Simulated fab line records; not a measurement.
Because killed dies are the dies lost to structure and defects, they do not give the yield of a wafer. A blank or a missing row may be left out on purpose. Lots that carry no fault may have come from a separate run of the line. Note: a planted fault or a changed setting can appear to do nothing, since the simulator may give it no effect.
Matching of chambers | flow n5-finfet | N5_FIN_SAQP_MANDREL1_REMOVE_56 on rie-si-02: 4 sister chambers
The step chemistry HBr/Cl2/O2, target a-Si, stops on SiNx, bt time 10 s. 18 wafers are shown with their chamber, then 9 later ones without.

WAFERS WITH THEIR CHAMBER
wafer  | chamber | drypump-motor-current-A (A) | oes-product-au (a.u.)
L081.2 | 1       | 6.3                         | 0.974
L081.3 | 0       | 5.7                         | 0.976
L081.5 | 1       | 6.3                         | 0.983
L082.4 | 0       | 5.7                         | 0.983
L082.5 | 2       | 5.6                         | 1.009
L082.6 | 1       | 6.3                         | 0.983
L084.1 | 3       | 6.7                         | 1.003
L084.4 | 0       | 5.7                         | 0.984
L084.6 | 1       | 6.3                         | 0.975
L089.2 | 3       | 6.7                         | 0.996
L089.4 | 1       | 6.3                         | 0.983
L089.5 | 0       | 5.7                         | 0.971
L090.2 | 1       | 6.2                         | 0.981
L090.3 | 0       | 5.7                         | 0.977
L090.4 | 3       | 6.7                         | 0.999
L094.1 | 1       | 6.3                         | 0.978
L094.2 | 3       | 6.7                         | 0.986
L094.3 | 2       | 5.6                         | 1.005

SIGNATURES (averages over the wafers above)
reading                 | chamber 0 | chamber 1 | chamber 2 | chamber 3 | scatter within a chamber
drypump-motor-current-A | 5.700     | 6.286     | 5.600     | 6.700     | 0.0247
oes-product-au          | 0.97820   | 0.97957   | 1.00700   | 0.99600   | 0.00516
Rule: distance of a wafer from a chamber = root of the sum over the readings of ((wafer's reading minus chamber's mean) / reading's scatter) squared. The wafer belongs to the nearest chamber; if the next one is less than 2 further off, it can't be placed. The scatter is the square root of a quotient: the sum, over the shown wafers, of each reading's squared deviation from its chamber's mean, divided by wafers minus chambers.

WAFERS WHOSE CHAMBER IS MISSING
wafer  | drypump-motor-current-A (A) | oes-product-au (a.u.)
L095.1 | 6.3                         | 0.963
L095.4 | 6.7                         | 0.990
L095.5 | 5.6                         | 1.004
L096.3 | 6.2                         | 0.981
L096.5 | 6.7                         | 1.008
L096.6 | 6.3                         | 0.988
L097.1 | 6.7                         | 1.004
L097.5 | 5.6                         | 1.006
L097.6 | 6.3                         | 0.977

EACH ONE'S CHAMBER
wafer  | from the rows above | in truth
L095.1 | 1                   | 1
L095.4 | 3                   | 3
L095.5 | 2                   | 2
L096.3 | 1                   | 1
L096.5 | 3                   | 3
L096.6 | 1                   | 1
L097.1 | 3                   | 3
L097.5 | 2                   | 2
L097.6 | 1                   | 1
Placed correctly: 9 of 9. Left unplaced by these rows: 0. Placed wrongly: 0.
